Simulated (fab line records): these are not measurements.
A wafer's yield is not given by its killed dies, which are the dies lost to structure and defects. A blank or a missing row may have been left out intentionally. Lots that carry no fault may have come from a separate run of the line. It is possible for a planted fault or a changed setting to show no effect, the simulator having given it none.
Matching of chambers :: flow nand harc :: rie diel-08 running NHARC_A_STAIRCASE_ETCH_271: 4 sister chambers
The step etches the open film in CF4/CHF3. 8 wafers are shown with their chamber, then 11 later ones without.

## WAFERS PAIRED WITH THEIR CHAMBERS
wafer: L080.5
chamber: 3
showerhead plenum p Torr (Torr): 1.47
drypump motor current A (A): 6.3

wafer: L082.4
chamber: 3
showerhead plenum p Torr (Torr): 1.47
drypump motor current A (A): 6.3

wafer: L086.1
chamber: 1
showerhead plenum p Torr (Torr): 1.62
drypump motor current A (A): 5.9

wafer: L089.2
chamber: 0
showerhead plenum p Torr (Torr): 1.63
drypump motor current A (A): 5.8

wafer: L092.1
chamber: 0
showerhead plenum p Torr (Torr): 1.63
drypump motor current A (A): 5.9

wafer: L092.5
chamber: 2
showerhead plenum p Torr (Torr): 1.62
drypump motor current A (A): 5.8

wafer: L092.6
chamber: 1
showerhead plenum p Torr (Torr): 1.61
drypump motor current A (A): 5.9

wafer: L093.1
chamber: 2
showerhead plenum p Torr (Torr): 1.62
drypump motor current A (A): 5.8

## WAFERS WHOSE CHAMBER IS MISSING
wafer: L093.2
showerhead plenum p Torr (Torr): 1.61
drypump motor current A (A): 5.9

wafer: L093.3
showerhead plenum p Torr (Torr): 1.70
drypump motor current A (A): 6.3

wafer: L094.2
showerhead plenum p Torr (Torr): 1.62
drypump motor current A (A): 5.7

wafer: L094.4
showerhead plenum p Torr (Torr): 1.70
drypump motor current A (A): 6.3

wafer: L094.5
showerhead plenum p Torr (Torr): 1.70
drypump motor current A (A): 6.3

wafer: L096.1
showerhead plenum p Torr (Torr): 1.63
drypump motor current A (A): 5.8

wafer: L096.3
showerhead plenum p Torr (Torr): 1.70
drypump motor current A (A): 6.3

wafer: L096.6
showerhead plenum p Torr (Torr): 1.63
drypump motor current A (A): 5.9

wafer: L097.1
showerhead plenum p Torr (Torr): 1.63
drypump motor current A (A): 5.9

wafer: L097.2
showerhead plenum p Torr (Torr): 1.70
drypump motor current A (A): 6.3

wafer: L097.6
showerhead plenum p Torr (Torr): 1.63
drypump motor current A (A): 5.8

## WHICH CHAMBER EACH ONE RAN IN
wafer: L093.2
from the rows above: 1
in truth: 1

wafer: L093.3
from the rows above: 0
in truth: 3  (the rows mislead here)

wafer: L094.2
from the rows above: 2
in truth: 2

wafer: L094.4
from the rows above: 0
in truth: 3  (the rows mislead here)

wafer: L094.5
from the rows above: 0
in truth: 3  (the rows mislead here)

wafer: L096.1
from the rows above: can't be placed: 0 or 2
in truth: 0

wafer: L096.3
from the rows above: 0
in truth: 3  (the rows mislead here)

wafer: L096.6
from the rows above: 0
in truth: 0

wafer: L097.1
from the rows above: 0
in truth: 0

wafer: L097.2
from the rows above: 0
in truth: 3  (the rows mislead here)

wafer: L097.6
from the rows above: can't be placed: 0 or 2
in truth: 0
Correctly placed: 4 of 11. These rows do not allow placing 2 (true chamber among the candidates in 2). Number placed wrongly: 5.
How it was worked out, from the rows above alone: a wafer's distance from a chamber is the root of the sum, over the readings, of the square of ((its reading less the chamber's mean) divided by the reading's scatter). If the next closest chamber is less than 2 further off than the closest, the wafer can't be placed; otherwise it belongs to the closest. Each chamber's mean is taken over the wafers shown for it. The scatter: the root of (the sum of the squares of (reading less its chamber's mean) over the shown wafers, divided by (wafers less chambers)).
